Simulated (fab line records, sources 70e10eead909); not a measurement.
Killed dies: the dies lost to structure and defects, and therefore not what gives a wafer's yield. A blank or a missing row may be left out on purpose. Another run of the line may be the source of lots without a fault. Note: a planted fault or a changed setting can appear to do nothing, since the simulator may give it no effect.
Chamber matching	flow nand harc	NHARC_A_WL_FILL_ALD_00 on ald hk-01: 4 sister chambers
The step deposits Al2O3, target thk 3 nm, pulse time 3 s, ald cycles 30. 4 wafers are shown with their chamber, then 12 later ones without.

WAFERS PAIRED WITH THEIR CHAMBERS
wafer	chamber	heater power w (W)
L083.4	0	535
L085.2	3	474
L085.3	2	435
L085.4	1	379

WAFERS WITH NO CHAMBER GIVEN
wafer	heater power w (W)
L086.3	505
L086.4	440
L086.6	435
L089.3	438
L089.4	377
L089.5	441
L095.2	438
L095.4	442
L095.6	450
L096.1	433
L096.3	379
L096.5	398

EACH ONE'S CHAMBER
wafer	from the rows above	in truth
L086.3	can't be placed: 0 or 3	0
L086.4	2	2
L086.6	2	2
L089.3	2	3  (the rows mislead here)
L089.4	1	1
L089.5	2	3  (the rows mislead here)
L095.2	2	2
L095.4	2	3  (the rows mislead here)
L095.6	can't be placed: 2 or 3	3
L096.1	2	2
L096.3	1	1
L096.5	can't be placed: 1 or 2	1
Correctly placed: 6 of 12. Can't be placed from these rows: 3 (the true chamber is among the candidates in 3). Wrongly placed: 3.
How it was worked out, from the rows above alone: a wafer's distance from a chamber is the root of the sum, over the readings, of the square of ((its reading less the chamber's mean) divided by the reading's scatter). The wafer belongs to the nearest chamber; if the next one is less than 2 further off, it can't be placed. Each chamber's mean is taken over the wafers shown for it. The scatter: root of mean squared gap, hidden wafer to nearest shown wafer, with one shown wafer a chamber.
